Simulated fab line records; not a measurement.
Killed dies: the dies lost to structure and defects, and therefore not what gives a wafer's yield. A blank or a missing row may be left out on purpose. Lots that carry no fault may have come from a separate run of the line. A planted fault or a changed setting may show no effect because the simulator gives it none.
fab line records	flow n5Finfet	part 1 of 2: steps 1 to 24 of 34
[record] lots = 5	wafers = 15	lastDay = 18
route steps=1938 shown BEOL_M6@1242 BEOL_M7@1263
lots with no fault: from the same line, run without faults
startH: hours from the record's first day to the start of the lot's first wafer shown	waitH: hours from the lot's prior step to this one	" same as the row above	L1.1+2: a row that stands for several wafers	- no value present, or no start provided	* or withheld: withheld	< > ~ a bound
route shown NAME@n: a module of which the file shows steps, and the number in the route of the first	usual: mean/standard deviation of fault-free wafers	same: alike in all rows	chamber/n: place in a boat	sites: readings site by site	_std_site: their standard deviation	_edge_site: inner sites' mean taken away from outer sites' mean	radiusMm: how far each site lies from the wafer's centre	mask NAME#n: copy n	behind: the last tool/chamber to shape the wafer	hold: why the lot was held/for how many hours/how that ended	device: transistor that didn't switch, given as n, p or np	end of line: the same wafers' tests at the end of the route	a step given without rows: its recipe and nothing more	killed: dies lost to structure and defects at the first sort, not the wafer's yield	map: a wafer's dies, marking killed ones x, the rest . and places with no die _
set.NAME: setting as actually run; set.NAME@STEP: the setting as run at that earlier step	model.NAME: the simulator's own value behind a step, which no gauge read
lots at some steps of the route; a table a step, a row a wafer
services: a tool's chamber out of use, with start hour (startH, from the record's first day; less than 0 if before it), hours out, and reason
[[steps]]
[step N5_BEOL_M6_OCD_MEAS_38]
[usual] trenchDepthNm = 95.0/2.9
lot.wafer	tool	chamber	startH	waitH	trenchDepthNm
L078.1	ocd-01	-	217.89	-	97.1
L078.2	"	-	"	"	94.4
L078.3	"	-	"	"	97.8
L087.4	ocd-02	-	277.82	-	93.8
L087.5	"	-	"	"	96.2
L087.6	"	-	"	"	93.1
L089.3	ocd-01	-	292.66	-	91.3
L089.4	"	-	"	"	92.8
L089.6	"	-	"	"	96.3
L096.1	ocd-01	-	335.68	-	98.3
L096.4	"	-	"	"	96.0
L096.6	"	-	"	"	98.4
L097.1	ocd-02	-	335.86	-	95.0
L097.2	"	-	"	"	93.1
L097.4	"	-	"	"	92.7
[step N5_BEOL_M6_HM_STRIP_39]
[recipe] chemistry = peroxideTinStrip	material = TiN	targetDepthA = 250	tempC = 50	timeS = 158
lot.wafer	tool	chamber	startH	waitH
L078.1+2+3	wetBench-05	0,2,7	217.92	0.0
L087.4+5+6	wetBench-03	5,2,7	277.85	0.0
L089.3+4+6	wetBench-03	1,3,0	292.69	0.0
L096.1+4+6	wetBench-03	1,0,5	335.72	0.0
L097.1+2+4	wetBench-04	4,2,5	335.89	0.0
[step N5_BEOL_M6_SRD_40]
[recipe] timeS = 30	tempC = 23	rinseLiquid = diw	dry = ipaMarangoni
lot.wafer	tool	chamber	startH	waitH
L078.1+2+3	wetBench-05	0,2,7	217.97	0.0
L087.4+5+6	wetBench-03	5,2,7	277.90	0.0
L089.3+4+6	wetBench-03	1,3,0	292.74	0.0
L096.1+4+6	wetBench-03	1,0,5	335.76	0.0
L097.1+2+4	wetBench-04	4,2,5	335.94	0.0
[step N5_BEOL_M6_PRECLEAN_42]
[recipe] chemistry = residueRemover	timeS = 60	tempC = 40
lot.wafer	tool	chamber	startH	waitH
L078.1+2+3	wetBench-05	0,2,7	217.98	0.0
L087.4+5+6	wetBench-03	5,2,7	277.91	0.0
L089.3+4+6	wetBench-03	1,3,0	292.75	0.0
L096.1+4+6	wetBench-03	1,0,5	335.78	0.0
L097.1+2+4	wetBench-04	4,2,5	335.96	0.0
[step N5_BEOL_M6_SRD_43]
[recipe] timeS = 30	tempC = 23	rinseLiquid = diw	dry = ipaMarangoni
lot.wafer	tool	chamber	startH	waitH
L078.1+2+3	wetBench-05	0,2,7	218.00	0.0
L087.4+5+6	wetBench-03	5,2,7	277.93	0.0
L089.3+4+6	wetBench-03	1,3,0	292.77	0.0
L096.1+4+6	wetBench-03	1,0,5	335.80	0.0
L097.1+2+4	wetBench-04	4,2,5	335.97	0.0
[step N5_BEOL_M6_CD_MEAS_35]
[recipe] targetCdNm = 40	targetCdYNm = 28	polarity = opening
[usual] cdNm = 39.9/0.82
lot.wafer	tool	chamber	startH	waitH	cdNm
L078.1	cdSem-03	-	218.04	0.0	38.7
L078.2	"	-	"	"	40.6
L078.3	"	-	"	"	39.9
L087.4	cdSem-01	-	277.97	0.0	40.8
L087.5	"	-	"	"	41.3
L087.6	"	-	"	"	40.7
L089.3	cdSem-01	-	292.81	0.0	40.4
L089.4	"	-	"	"	40.6
L089.6	"	-	"	"	39.4
L096.1	cdSem-01	-	335.84	0.0	40.3
L096.4	"	-	"	"	39.5
L096.6	"	-	"	"	40.2
L097.1	cdSem-01	-	336.01	0.0	40.0
L097.2	"	-	"	"	39.7
L097.4	"	-	"	"	40.3
[step N5_BEOL_M6_CURE_75]
[recipe] tempC = 370	timeS = 120	ambient = DMADMS/He	material = SiCOH_lowk
[usual] lampPowerPct = 52.32/0.056	wafer_temp_C_max = 371.9/0.7
lot.wafer	tool	chamber	startH	waitH	lampPowerPct	wafer_temp_C_max
L078.1	uvCure-03	0	218.08	0.0	52.27	372.0
L078.2	"	0	"	"	52.31	372.1
L078.3	"	0	"	"	52.24	372.0
L087.4	uvCure-03	1	278.39	0.4	52.28	372.7
L087.5	"	1	"	"	52.38	372.4
L087.6	"	1	"	"	52.35	372.4
L089.3	uvCure-01	2	292.95	0.1	52.28	371.4
L089.4	"	2	"	"	52.29	371.6
L089.6	"	2	"	"	52.19	371.5
L096.1	uvCure-01	1	335.88	0.0	52.24	371.7
L096.4	"	1	"	"	52.33	371.3
L096.6	"	1	"	"	52.35	371.3
L097.1	uvCure-02	1	336.06	0.0	52.27	371.6
L097.2	"	1	"	"	52.27	371.2
L097.4	"	1	"	"	52.37	371.0
[step N5_BEOL_M6_DEGAS_44]
[recipe] ambient = vacuum	tempC = 250	timeS = 60
[usual] heaterPowerW = 343/44	susceptorTempC = 250.03/0.16
lot.wafer	tool	chamber	startH	waitH	heaterPowerW	susceptorTempC
L078.1	pvdSputter-02	-	218.65	0.5	301	249.94
L078.2	"	-	"	"	292	249.85
L078.3	"	-	"	"	325	250.15
L087.4	pvdSputter-01	-	278.75	0.3	352	249.89
L087.5	"	-	"	"	379	250.30
L087.6	"	-	"	"	344	249.94
L089.3	pvdSputter-03	-	293.32	0.3	305	250.38
L089.4	"	-	"	"	350	250.07
L089.6	"	-	"	"	357	249.80
L096.1	pvdSputter-02	-	336.27	0.3	316	250.01
L096.4	"	-	"	"	456	249.88
L096.6	"	-	"	"	292	249.81
L097.1	pvdSputter-02	-	336.69	0.6	313	250.08
L097.2	"	-	"	"	464	249.84
L097.4	"	-	"	"	302	250.16
[step N5_BEOL_M6_PRE_CLEAN_45]
[recipe] gas = H2/He	timeS = 30	tempC = 250
[usual] heaterPowerW = 343/44	susceptorTempC = 249.99/0.18
lot.wafer	tool	chamber	startH	waitH	heaterPowerW	susceptorTempC
L078.1	pvdSputter-02	-	218.69	0.0	289	250.17
L078.2	"	-	"	"	295	250.22
L078.3	"	-	"	"	314	249.92
L087.4	pvdSputter-01	-	278.79	0.0	345	249.94
L087.5	"	-	"	"	361	249.89
L087.6	"	-	"	"	358	250.14
L089.3	pvdSputter-03	-	293.36	0.0	303	249.94
L089.4	"	-	"	"	364	249.98
L089.6	"	-	"	"	353	249.88
L096.1	pvdSputter-02	-	336.31	0.0	320	249.74
L096.4	"	-	"	"	457	250.28
L096.6	"	-	"	"	289	249.85
L097.1	pvdSputter-02	-	336.73	0.0	323	250.46
L097.2	"	-	"	"	463	249.94
L097.4	"	-	"	"	304	249.91
[step N5_BEOL_M6_ALD_77]
[recipe] material = TaN	targetThkA = 20	tempC = 275	aldPrecursorFamily = PDMAT	aldCoReactant = NH3	pressureTorr = 3	carrierFlowSccm = 1500	pulseTimeS = 2	purgeTimeS = 3	coReactantPurgeTimeS = 2	coReactantPulseTimeS = 3	aldCycles = 40	precursorVesselTempC = 75	precursorVesselPressureTorr = 26.25	precursorVesselCarrierSccm = 1000
[usual] heaterPowerW = 418/38	precursorVesselCarrierSccm = 1000.3/2.9	susceptorTempC = 275.00/0.19
[same] aldCycles = 40
lot.wafer	tool	chamber	startH	waitH	heaterPowerW	precursorVesselCarrierSccm	susceptorTempC
L078.1	aldMetal-04	0	218.76	0.1	384	1003.5	274.70
L078.2	"	1	"	"	378	997.7	274.84
L078.3	"	3	"	"	426	1003.9	275.08
L087.4	aldMetal-01	3	278.85	0.0	458	998.2	275.07
L087.5	"	2	"	"	498	1007.0	274.74
L087.6	"	1	"	"	370	997.1	275.30
L089.3	aldMetal-03	3	293.45	0.1	430	996.0	274.92
L089.4	"	1	"	"	379	1003.3	275.50
L089.6	"	3	"	"	438	998.9	275.27
L096.1	aldMetal-04	1	336.57	0.2	384	997.8	275.13
L096.4	"	3	"	"	420	997.9	274.81
L096.6	"	1	"	"	388	1000.1	274.72
L097.1	aldMetal-03	0	336.79	0.0	384	999.7	275.22
L097.2	"	3	"	"	442	1001.4	274.79
L097.4	"	2	"	"	401	1000.0	274.79
[step N5_BEOL_M6_SURFACE_TREAT_79]
[recipe] gas = Ar	timeS = *	ionEnergyEv = *	ionCurrentMaCm2 = 0.5	pressureMtorr = *	arFlowSccm = 30
[usual] throttleValvePct = *
lot.wafer	tool	chamber	startH	waitH	throttleValvePct
L078.1	pvdSputter-03	-	219.23	0.3	*
L078.2	"	-	"	"	*
L078.3	"	-	"	"	*
L087.4	pvdSputter-01	-	279.19	0.2	*
L087.5	"	-	"	"	*
L087.6	"	-	"	"	*
L089.3	pvdSputter-02	-	293.98	0.4	*
L089.4	"	-	"	"	*
L089.6	"	-	"	"	*
L096.1	pvdSputter-01	-	336.91	0.2	*
L096.4	"	-	"	"	*
L096.6	"	-	"	"	*
L097.1	pvdSputter-02	-	337.11	0.2	*
L097.2	"	-	"	"	*
L097.4	"	-	"	"	*
[step N5_BEOL_M6_CVD_78]
[recipe] material = Co	targetThkA = 20	tempC = withheld	precursor = CCTBA/H2	pressureTorr = 30	timeS = 142.3
lot.wafer	tool	chamber	startH	waitH
L078.1+2+3	cvdCo-02	1,2,0	219.31	0.1
L087.4+5+6	cvdCo-02	0,1,2	279.34	0.1
L089.3+4+6	cvdCo-02	1,0,2	294.55	0.5
L096.1+4+6	cvdCo-02	0,1,2	337.01	0.1
L097.1+2+4	cvdCo-02	1,2,2	337.23	0.1
[step N5_BEOL_M6_SPUTTER_48]
[recipe] material = Cu	targetThkA = 100	tempC = -20	biasV = 60	powerW = 26000	chamberPressurePa = 0.13	timeS = 1.667
[usual] chuckGasFlowSccm = 1.26/0.054	susceptorTempC = -20.02/0.1	throttleValvePct = 29.8/1.3
lot.wafer	tool	chamber	startH	waitH	chuckGasFlowSccm	susceptorTempC	throttleValvePct
L078.1	pvdSputter-03	-	219.42	0.1	1.26	-20.07	31.7
L078.2	"	-	"	"	1.21	-20.14	31.9
L078.3	"	-	"	"	1.17	-20.12	29.0
L087.4	pvdSputter-03	-	279.49	0.1	1.28	-20.11	31.5
L087.5	"	-	"	"	1.28	-20.04	28.7
L087.6	"	-	"	"	1.32	-20.11	29.5
L089.3	pvdSputter-03	-	295.58	1.0	1.28	-20.13	29.5
L089.4	"	-	"	"	1.27	-19.97	31.9
L089.6	"	-	"	"	1.27	-20.05	31.8
L096.1	pvdSputter-03	-	337.15	0.1	1.24	-19.95	28.9
L096.4	"	-	"	"	1.24	-20.20	29.3
L096.6	"	-	"	"	1.28	-19.84	28.9
L097.1	pvdSputter-03	-	337.55	0.3	1.28	-20.00	29.3
L097.2	"	-	"	"	1.31	-20.16	31.8
L097.4	"	-	"	"	1.20	-20.30	31.9
[step N5_BEOL_M6_ECD_50]
[recipe] material = Cu	targetThkA = 3000
lot.wafer	tool	chamber	startH	waitH
L078.1+2+3	ecdCu-02	0,1,1	219.54	0.1
L087.4+5+6	ecdCu-02	1,1,0	279.65	0.1
L089.3+4+6	ecdCu-01	1,0,1	295.72	0.1
L096.1+4+6	ecdCu-02	1,0,0	337.27	0.1
L097.1+2+4	ecdCu-02	0,1,0	337.81	0.2
[step N5_BEOL_M6_ANNEAL_51]
[recipe] tempC = 225	timeS = 90	ambient = N2
[usual] annealTempC = 225.03/0.15	wafer_temp_C_max = 226.3/0.44
lot.wafer	tool	chamber	startH	waitH	annealTempC	wafer_temp_C_max
L078.1	rtpAnneal-02	0	221.24	1.7	225.03	226.3
L078.2	"	0	"	"	224.93	226.3
L078.3	"	0	"	"	224.89	226.9
L087.4	rtpAnneal-01	0	279.91	0.2	225.17	225.9
L087.5	"	0	"	"	225.07	225.9
L087.6	"	0	"	"	225.12	226.1
L089.3	rtpAnneal-02	0	295.88	0.1	224.97	227.0
L089.4	"	0	"	"	225.02	227.0
L089.6	"	0	"	"	225.00	226.2
L096.1	rtpAnneal-01	0	337.48	0.2	225.17	225.6
L096.4	"	0	"	"	224.92	225.7
L096.6	"	0	"	"	224.77	225.8
L097.1	rtpAnneal-01	0	338.56	0.7	224.80	226.2
L097.2	"	0	"	"	224.91	226.2
L097.4	"	0	"	"	224.82	226.3
[step N5_BEOL_M6_CMP_52]
[recipe] stopOn = SiCOH_lowk	tOverpolishS = 6.9	downForcePsi = 1	platenRpm = 50	clearingPlatenDownForcePsi = 1.5	clearingPlatenRpm = 50	postCmpClean = cuAlkaline	targetThkNm = 80	clearingPlatenPadVelocityMS = 0.99484	padVelocityMS = 0.99484
[usual] barrierFieldEndpointS = 28.9/0.76	motorCurrentA = 6.0/0.5	overpolishRunS = 6.900/0.0093	platenRpm = 49.99/0.032	timeToEndpointS = 62/3.3
lot.wafer	tool	chamber	startH	waitH	barrierFieldEndpointS	motorCurrentA	overpolishRunS	platenRpm	timeToEndpointS
L078.1	cmp-02	1	221.54	0.3	28.6	5.8	6.899	50.01	63
L078.3	"	2	"	"	28.6	6.1	6.891	49.93	63
L078.2	"	0	"	"	28.8	5.6	6.899	49.94	61
L087.4	cmp-03	3	280.18	0.2	29.9	5.1	6.877	49.96	61
L087.6	"	0	"	"	30.3	6.3	6.918	49.96	67
L087.5	"	1	"	"	29.3	6.1	6.879	50.02	60
L089.3	cmp-04	2	296.12	0.2	29.1	6.1	6.919	50.01	60
L089.4	"	3	"	"	28.6	5.5	6.890	50.00	54
L089.6	"	2	"	"	29.0	6.0	6.887	50.02	57
L096.1	cmp-03	2	337.77	0.3	29.1	6.0	6.885	50.01	64
L096.4	"	3	"	"	29.0	5.3	6.907	50.03	61
L096.6	"	2	"	"	29.9	6.1	6.880	49.98	64
L097.4	cmp-03	0	338.86	0.1	30.3	6.2	6.897	49.98	68
L097.1	"	2	"	"	28.8	5.9	6.915	49.98	64
L097.2	"	3	"	"	28.9	5.4	6.879	50.03	59
[step N5_BEOL_M6_THK_MEAS_53]
[recipe] thkMeasGauge = xrf	reads = Cu_of_BEOL_M6_ECD_50
[usual] M6_THK = 80.0/2.9
lot.wafer	tool	chamber	startH	waitH	M6_THK[nm]
L078.1	filmMetro-01	-	221.83	-	82.0
L078.2	"	-	"	"	79.6
L078.3	"	-	"	"	82.8
L087.4	filmMetro-01	-	280.37	-	79.9
L087.5	"	-	"	"	81.5
L087.6	"	-	"	"	79.4
L089.3	filmMetro-02	-	296.38	-	74.4
L089.4	"	-	"	"	75.2
L089.6	"	-	"	"	81.3
L096.1	filmMetro-02	-	338.07	-	83.9
L096.4	"	-	"	"	80.1
L096.6	"	-	"	"	83.8
L097.1	filmMetro-01	-	339.15	-	82.2
L097.2	"	-	"	"	79.6
L097.4	"	-	"	"	80.1
[step N5_BEOL_M6_PRE_CLEAN_55]
[recipe] gas = NH3	timeS = 15	tempC = withheld	rfPowerW = 300
lot.wafer	tool	chamber	startH	waitH
L078.1+2+3	pecvd-01	0,2,1	221.87	0.0
L087.4+5+6	pecvd-01	0,2,1	280.41	0.0
L089.3+4+6	pecvd-01	1,2,1	296.42	0.0
L096.1+4+6	pecvd-03	2,1,1	338.11	0.0
L097.1+2+4	pecvd-03	1,2,2	339.19	0.0
[step N5_BEOL_M6_DEP_56]
[recipe] material = SiCN	targetThkA = 100	tempC = withheld	precursor = 3MS/NH3	pressureTorr = 3	rfW = 202	timeS = 17.5
[usual] showerheadPlenumPTorr = 3.670/0.017	throttleValvePct = 9.1/0.57
lot.wafer	tool	chamber	startH	waitH	showerheadPlenumPTorr	throttleValvePct
L078.1	pecvd-01	0	221.89	0.0	3.694	9.8
L078.2	"	2	"	"	3.672	8.2
L078.3	"	1	"	"	3.649	9.6
L087.4	pecvd-01	0	280.45	0.0	3.686	9.6
L087.5	"	2	"	"	3.678	8.7
L087.6	"	1	"	"	3.645	9.7
L089.3	pecvd-01	1	296.44	0.0	3.651	9.4
L089.4	"	2	"	"	3.673	8.6
L089.6	"	1	"	"	3.657	10.0
L096.1	pecvd-03	2	338.14	0.0	3.642	9.4
L096.4	"	1	"	"	3.683	9.5
L096.6	"	1	"	"	3.682	9.5
L097.1	pecvd-03	1	339.23	0.0	3.682	9.3
L097.2	"	2	"	"	3.663	9.4
L097.4	"	2	"	"	3.661	9.3
[step N5_BEOL_M6_RS_MEAS_57]
[recipe] thkMeasGauge = four-point-probe	reads = Cu_of_BEOL_M6_ECD_50+Co_of_BEOL_M6_CVD_78+TaN_of_BEOL_M6_ALD_77
[usual] M6_RS = 0.285/0.012
lot.wafer	tool	chamber	startH	waitH	M6_RS[ohm/sq]
L078.1	filmMetro-01	-	221.96	0.1	0.278
L078.2	"	-	"	"	0.286
L078.3	"	-	"	"	0.274
L087.4	filmMetro-01	-	280.50	0.0	0.286
L087.5	"	-	"	"	0.280
L087.6	"	-	"	"	0.289
L089.3	filmMetro-02	-	296.53	0.1	0.310
L089.4	"	-	"	"	0.306
L089.6	"	-	"	"	0.281
L096.1	filmMetro-01	-	338.23	0.1	0.269
L096.4	"	-	"	"	0.283
L096.6	"	-	"	"	0.268
L097.1	filmMetro-01	-	339.31	0.1	0.277
L097.2	"	-	"	"	0.287
L097.4	"	-	"	"	0.285
[step N5_BEOL_M6_INSPECT_58]
[recipe] inspectInstrument = darkfield	mode = postDep
[usual] rawDefectCount = 77/25
lot.wafer	tool	chamber	startH	waitH	rawDefectCount
L078.1	defectInspect-01	-	221.99	0.0	58
L078.2	"	-	"	"	88
L078.3	"	-	"	"	78
L087.4	defectInspect-01	-	280.52	0.0	68
L087.5	"	-	"	"	137
L087.6	"	-	"	"	100
L089.3	defectInspect-01	-	296.55	0.0	96
L089.4	"	-	"	"	80
L089.6	"	-	"	"	79
L096.1	defectInspect-02	-	338.26	0.0	57
L096.4	"	-	"	"	72
L096.6	"	-	"	"	58
L097.1	defectInspect-02	-	339.34	0.0	73
L097.2	"	-	"	"	73
L097.4	"	-	"	"	79
[step N5_BEOL_M7_ILD_DEP_00]
[recipe] material = SiCOH_lowk	targetThkA = 1797.5	tempC = 300	precursor = DEMS/porogen	pressureTorr = 5	rfW = 500	timeS = 33.4
[usual] heaterPowerW = 310/66	showerheadPlenumPTorr = 5.740/0.015	susceptorTempC = 300.03/0.18	throttleValvePct = 13.8/0.66
lot.wafer	tool	chamber	startH	waitH	heaterPowerW	showerheadPlenumPTorr	susceptorTempC	throttleValvePct
L078.1	pecvd-03	0	222.02	0.0	209	5.734	300.08	13.9
L078.2	"	1	"	"	305	5.757	299.95	14.0
L078.3	"	1	"	"	318	5.777	299.84	14.4
L087.4	pecvd-03	2	280.58	0.1	335	5.728	299.75	14.0
L087.5	"	0	"	"	177	5.734	300.31	13.8
L087.6	"	1	"	"	353	5.749	300.20	14.5
L089.3	pecvd-04	0	296.61	0.1	257	5.755	300.03	14.7
L089.4	"	1	"	"	392	5.729	300.08	12.7
L089.6	"	0	"	"	261	5.741	299.84	14.5
L096.1	pecvd-02	2	338.29	0.0	258	5.744	300.02	13.1
L096.4	"	2	"	"	265	5.735	300.24	13.1
L096.6	"	1	"	"	355	5.728	299.98	14.6
L097.1	pecvd-04	2	339.38	0.0	404	5.729	299.85	13.9
L097.2	"	0	"	"	284	5.753	300.13	14.5
L097.4	"	0	"	"	301	5.759	300.07	14.3
[step N5_BEOL_M7_CURE_74]
[recipe] tempC = 385	timeS = 240	ambient = He/Ar	material = SiCOH_lowk
[usual] lampPowerPct = 52.31/0.054	wafer_temp_C_max = 386.8/0.71
lot.wafer	tool	chamber	startH	waitH	lampPowerPct	wafer_temp_C_max
L078.1	uvCure-01	2	222.11	0.1	52.28	386.3
L078.2	"	2	"	"	52.23	386.6
L078.3	"	2	"	"	52.24	386.8
L087.4	uvCure-01	1	280.86	0.3	52.36	386.7
L087.5	"	1	"	"	52.35	386.1
L087.6	"	1	"	"	52.33	386.7
L089.3	uvCure-03	2	296.83	0.2	52.42	386.6
L089.4	"	2	"	"	52.35	386.1
L089.6	"	2	"	"	52.36	386.9
L096.1	uvCure-02	2	338.36	0.0	52.33	387.5
L096.4	"	2	"	"	52.33	387.4
L096.6	"	2	"	"	52.36	388.4
L097.1	uvCure-02	0	339.44	0.0	52.29	387.5
L097.2	"	0	"	"	52.39	386.8
L097.4	"	0	"	"	52.32	387.0
[step N5_BEOL_M7_THK_MEAS_01]
[recipe] reads = SiCOH_lowk_of_BEOL_M7_ILD_DEP_00
[usual] M7_ILD_THK = 155.0/2.2
lot.wafer	tool	chamber	startH	waitH	M7_ILD_THK[nm]
L078.1	filmMetro-01	-	222.62	0.4	151.6
L078.2	"	-	"	"	152.2
L078.3	"	-	"	"	153.5
L087.4	filmMetro-01	-	281.14	0.2	155.7
L087.5	"	-	"	"	157.2
L087.6	"	-	"	"	159.4
L089.3	filmMetro-02	-	297.19	0.3	153.4
L089.4	"	-	"	"	156.3
L089.6	"	-	"	"	153.1
L096.1	filmMetro-01	-	338.87	0.4	153.0
L096.4	"	-	"	"	154.0
L096.6	"	-	"	"	156.9
L097.1	filmMetro-01	-	339.95	0.4	157.7
L097.2	"	-	"	"	154.1
L097.4	"	-	"	"	157.8
